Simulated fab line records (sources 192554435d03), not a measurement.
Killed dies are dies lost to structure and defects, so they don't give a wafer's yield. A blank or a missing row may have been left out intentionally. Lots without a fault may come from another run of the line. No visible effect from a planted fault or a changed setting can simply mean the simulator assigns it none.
Split-lot experiment || flow n5Finfet || 7 lots, 21 wafers read, on a route of 1938 steps

## ON THE SPLIT
At N5_BEOL_M1_HM_DEP_02 (deposits TiN, target thk 20 nm), the setting targetThkA was moved away from the recipe's 200 angstrom on 10 of the 21 wafers read, by -10.2% to -7.5%. This setting was run at the recipe's value on the other wafers.

## FROM THE SPLIT TO THE READING: what the file shows between them, 4 steps
- N5_BEOL_M1_COAT_61: time 60 s, resist thk 60 nm
- N5_BEOL_M1_COAT_62: time 60 s, resist thk 12 nm
- N5_BEOL_M1_STRIP_75: strips in N2/H2
- N5_BEOL_M1_STRIP_66: strips in CF4

## THE READING
etch.depthNm (the simulator's own value, which no gauge read), in nm, at N5_BEOL_M1_HM_OPEN_17 (chemistry Cl2/BCl3, target TiN, target depth 20 nm, overetch 6 nm). There is no usual value for it anywhere in the file. Average 20.08 nm, standard deviation 0.31 nm, over the 11 wafers here run with the recipe.

{"wafer": "L075.2", "tool, chamber at the split": "pvdSputter-03, -", "targetThkA as run, angstrom": 200, "against the recipe": "recipe", "etch.depthNm, nm": 20.05, "against lot-mates on the recipe": "-"}
{"wafer": "L075.3", "tool, chamber at the split": "pvdSputter-03, -", "targetThkA as run, angstrom": 185.1, "against the recipe": "-7.5%", "etch.depthNm, nm": 18.7, "against lot-mates on the recipe": -1.35}
{"wafer": "L075.4", "tool, chamber at the split": "pvdSputter-03, -", "targetThkA as run, angstrom": 185.1, "against the recipe": "-7.5%", "etch.depthNm, nm": 18.79, "against lot-mates on the recipe": -1.26}
{"wafer": "L080.1", "tool, chamber at the split": "pvdSputter-03, -", "targetThkA as run, angstrom": 200, "against the recipe": "recipe", "etch.depthNm, nm": 20.45, "against lot-mates on the recipe": "-"}
{"wafer": "L080.2", "tool, chamber at the split": "pvdSputter-03, -", "targetThkA as run, angstrom": 200, "against the recipe": "recipe", "etch.depthNm, nm": 20.28, "against lot-mates on the recipe": "-"}
{"wafer": "L080.6", "tool, chamber at the split": "pvdSputter-03, -", "targetThkA as run, angstrom": 200, "against the recipe": "recipe", "etch.depthNm, nm": 20.49, "against lot-mates on the recipe": "-"}
{"wafer": "L084.1", "tool, chamber at the split": "pvdSputter-03, -", "targetThkA as run, angstrom": 179.9, "against the recipe": "-10.0%", "etch.depthNm, nm": 17.64, "against lot-mates on the recipe": -2.07}
{"wafer": "L084.2", "tool, chamber at the split": "pvdSputter-03, -", "targetThkA as run, angstrom": 179.9, "against the recipe": "-10.0%", "etch.depthNm, nm": 17.82, "against lot-mates on the recipe": -1.89}
{"wafer": "L084.6", "tool, chamber at the split": "pvdSputter-03, -", "targetThkA as run, angstrom": 200, "against the recipe": "recipe", "etch.depthNm, nm": 19.71, "against lot-mates on the recipe": "-"}
{"wafer": "L085.1", "tool, chamber at the split": "pvdSputter-01, -", "targetThkA as run, angstrom": 180.6, "against the recipe": "-9.7%", "etch.depthNm, nm": 17.87, "against lot-mates on the recipe": -2.24}
{"wafer": "L085.3", "tool, chamber at the split": "pvdSputter-01, -", "targetThkA as run, angstrom": 200, "against the recipe": "recipe", "etch.depthNm, nm": 20.11, "against lot-mates on the recipe": "-"}
{"wafer": "L085.4", "tool, chamber at the split": "pvdSputter-01, -", "targetThkA as run, angstrom": 180.6, "against the recipe": "-9.7%", "etch.depthNm, nm": 17.99, "against lot-mates on the recipe": -2.12}
{"wafer": "L088.1", "tool, chamber at the split": "pvdSputter-01, -", "targetThkA as run, angstrom": 200, "against the recipe": "recipe", "etch.depthNm, nm": 19.84, "against lot-mates on the recipe": "-"}
{"wafer": "L088.2", "tool, chamber at the split": "pvdSputter-01, -", "targetThkA as run, angstrom": 200, "against the recipe": "recipe", "etch.depthNm, nm": 19.58, "against lot-mates on the recipe": "-"}
{"wafer": "L088.3", "tool, chamber at the split": "pvdSputter-01, -", "targetThkA as run, angstrom": 200, "against the recipe": "recipe", "etch.depthNm, nm": 19.72, "against lot-mates on the recipe": "-"}
{"wafer": "L091.2", "tool, chamber at the split": "pvdSputter-03, -", "targetThkA as run, angstrom": 179.6, "against the recipe": "-10.2%", "etch.depthNm, nm": 17.71, "against lot-mates on the recipe": "no lot-mate on the recipe"}
{"wafer": "L091.4", "tool, chamber at the split": "pvdSputter-03, -", "targetThkA as run, angstrom": 179.6, "against the recipe": "-10.2%", "etch.depthNm, nm": 17.71, "against lot-mates on the recipe": "no lot-mate on the recipe"}
{"wafer": "L091.3", "tool, chamber at the split": "pvdSputter-03, -", "targetThkA as run, angstrom": 179.6, "against the recipe": "-10.2%", "etch.depthNm, nm": 17.85, "against lot-mates on the recipe": "no lot-mate on the recipe"}
{"wafer": "L092.2", "tool, chamber at the split": "pvdSputter-03, -", "targetThkA as run, angstrom": 200, "against the recipe": "recipe", "etch.depthNm, nm": 20.35, "against lot-mates on the recipe": "-"}
{"wafer": "L092.4", "tool, chamber at the split": "pvdSputter-03, -", "targetThkA as run, angstrom": 200, "against the recipe": "recipe", "etch.depthNm, nm": 20.28, "against lot-mates on the recipe": "-"}
{"wafer": "L092.6", "tool, chamber at the split": "pvdSputter-03, -", "targetThkA as run, angstrom": 184.9, "against the recipe": "-7.6%", "etch.depthNm, nm": 18.86, "against lot-mates on the recipe": -1.46}

FIT RESULTS
A straight line over all 21 wafers: etch.depthNm changes by +0.22 nm for each +1% of targetThkA; r = +0.97; the points scatter about the line by 0.28 nm.
The same after taking each lot's own level away (the mean of its wafers on the recipe; 18 wafers): +0.203 nm for each +1%; r = +0.99; scatter 0.13 nm.
On that fit, the largest move of targetThkA shifts the reading by 2.1 nm.
Measured against the standard deviation above, the lots' own levels, which go from 19.710 to 20.407 nm, span 2.3 times it.
Consequently the slope shifts little with the lot-to-lot level, the two slopes agreeing.
Check: for one of the wafers moved furthest among these (-10.0%), held out of the fit, the line's prediction against its lot-mates is -2.02 nm. It came out at -2.07 nm against them.

## THESE WAFERS: OTHER SPLITS
These wafers also went through other splits before the reading. Each is held against what the fit with the lots' levels taken away leaves over:
{"other split on the same wafers": "N5_BEOL_M0_SAQP_SPACER2_ALD_26 targetThkA", "wafers away from the commonest value": 10, "r with etch.depthNm (lot level and that fit taken away)": "+0.11"}
{"other split on the same wafers": "N5_BEOL_M0_ETCH_128 sourceW", "wafers away from the commonest value": 9, "r with etch.depthNm (lot level and that fit taken away)": "+0.01"}
{"other split on the same wafers": "N5_BEOL_M1_ILD_DEP_00 timeS", "wafers away from the commonest value": 8, "r with etch.depthNm (lot level and that fit taken away)": "+0.28"}

## THE WHOLE CHAIN: every reading that the file lists as answering this split, in the file's order
{"step": "N5_BEOL_M1_HM_DEP_02", "what it does": "deposits TiN, target thk 20 nm", "reading": "TiN_of_BEOL_M1_HM_DEP_02.thkNm (the simulator's own value, which no gauge read)", "change (the file's fit)": "+0.207 nm for each +1% of the setting", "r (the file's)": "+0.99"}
{"step": "N5_BEOL_M1_HM_OPEN_17", "what it does": "chemistry Cl2/BCl3, target TiN, target depth 20 nm, overetch 6 nm", "reading": "etch.depthNm (the simulator's own value, which no gauge read)", "change (the file's fit)": "+0.201 nm for each +1% of the setting", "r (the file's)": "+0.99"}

## FILE'S OWN FIT
etch.depthNm changes by +0.201 nm for each +1% of targetThkA, r = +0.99.
